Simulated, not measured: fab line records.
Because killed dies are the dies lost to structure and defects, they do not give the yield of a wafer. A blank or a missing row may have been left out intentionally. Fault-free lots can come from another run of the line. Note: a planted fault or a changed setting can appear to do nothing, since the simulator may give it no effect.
One fault through the eyes of 3 desks / flow n5Finfet / each desk has only its own numbers; what lay behind them comes last

== FROM THE METROLOGY DESK ==
What the gauges read for every lot (on any tool): the sampled wafers with a number, averaged. If a lot's mean is further than 4 standard deviations from the usual mean, the lot is out of limits and carries the mark OUT (the distance appears in the brackets). Of its 10 readings 7 are shown: those that lie furthest out on some lot.
Columns: A = DIBL_P at N5_BEOL_M4_RC_MEAS_101, usual 35.8 mV/V; B = IOFF_P at N5_BEOL_M4_RC_MEAS_101, usual 0.21 nA/um; C = ION_N at N5_BEOL_M4_RC_MEAS_101, usual 676 uA/um; D = ION_P at N5_BEOL_M4_RC_MEAS_101, usual 465 uA/um; E = SS_N at N5_BEOL_M4_RC_MEAS_101, usual 71.5 mV/dec; F = SS_P at N5_BEOL_M4_RC_MEAS_101, usual 73.4 mV/dec; G = VT_N at N5_BEOL_M4_RC_MEAS_101, usual 249.8 mV
lot=L304; first seen here=day 9 10:29; A=35.1; B=0.19; C=671; D=462; E=71.2; F=73.1; G=251.0
lot=L308; first seen here=day 9 19:23; A=38.0; B=0.21; C=672; D=462; E=71.6; F=74.2; G=249.9
lot=L316; first seen here=day 12 13:23; A=36.0; B=0.18; C=661; D=453; E=71.1; F=73.1; G=250.9
lot=L319; first seen here=day 12 18:54; A=35.7; B=0.20; C=683; D=460; E=72.1; F=73.6; G=248.1
lot=L320; first seen here=day 13 14:38; A=35.6; B=0.22; C=695; D=476; E=71.6; F=73.6; G=246.3
lot=L325; first seen here=day 14 17:30; A=36.2; B=0.22; C=678; D=472; E=71.3; F=73.3; G=249.3
Result from this desk: across the 6 lots, nothing is out of limits.

== THE DEFECT DESK ==
Counts from the inspections along the route, per lot, as means over the sampled wafers that have a number. If a lot's mean is further than 4 standard deviations from the usual mean, the lot is out of limits and carries the mark OUT (the distance appears in the brackets).
Columns: A = rawDefectCount at N5_HKMG_FIN_INSPECT_28, usual 38
lot=L304; first seen here=day 4 12:01; A=31
lot=L308; first seen here=day 5 08:13; A=20
lot=L316; first seen here=day 7 13:09; A=27
lot=L319; first seen here=day 8 08:11; A=57
lot=L320; first seen here=day 8 21:08; A=46
lot=L325; first seen here=day 9 14:28; A=31
Result from this desk: across the 6 lots, nothing is out of limits.

== AT THE TOOL OWNER'S DESK: rieMetal-01 ==
The tool's own readings at N5_GATE_CUT_ETCH_56 (etches TiN in Cl2/Ar, target depth 21.6 nm): means of the sampled wafers that have a number, for each lot that ran on this tool. If a lot's mean is further than 4 standard deviations from the usual mean, the lot is out of limits and carries the mark OUT (the distance appears in the brackets).
Columns: A = biasW at N5_GATE_CUT_ETCH_56, usual 59.99 W; B = drypumpMotorCurrentA at N5_GATE_CUT_ETCH_56, usual 5.7 A; C = oesProductAu at N5_GATE_CUT_ETCH_56, usual 0.75 a.u.; D = throttleValvePct at N5_GATE_CUT_ETCH_56, usual 20.88 %
lot=L308; first seen here=day 5 08:22; A=59.78; B=6.2; C=0.67; D=21.05
lot=L316; first seen here=day 7 13:20; A=76.93 (+99 or more) OUT; B=6.2; C=0.71; D=20.98
lot=L319; first seen here=day 8 08:20; A=76.79 (+99) OUT; B=6.5; C=0.62; D=21.05
Finding of this desk: L316, L319 out of limits; the first was L316 at day 7 13:20, on biasW at N5_GATE_CUT_ETCH_56. L308 stayed within limits.

== TAKEN TOGETHER ==
The tool owner's desk had the chance to raise an alarm at day 7 13:20 on L316, L319.
From the metrology desk's view, nothing was out of limits.
Nothing out of limits was seen by the defect desk.
The metrology desk holds a record of L316, L319, inside its limits.
The defect desk has L316, L319 on record, within its limits.
Every lot named ran N5_GATE_CUT_ETCH_56 on rieMetal-01.

== WHAT WAS PUT IN BY THE SIMULATOR ==
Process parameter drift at N5_GATE_CUT_ETCH_56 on rieMetal-01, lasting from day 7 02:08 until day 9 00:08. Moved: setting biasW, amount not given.
Lots struck among those shown: L316, L319.
Hours from the fault's start to each desk's first reading out of limits: the tool owner's desk, 11.
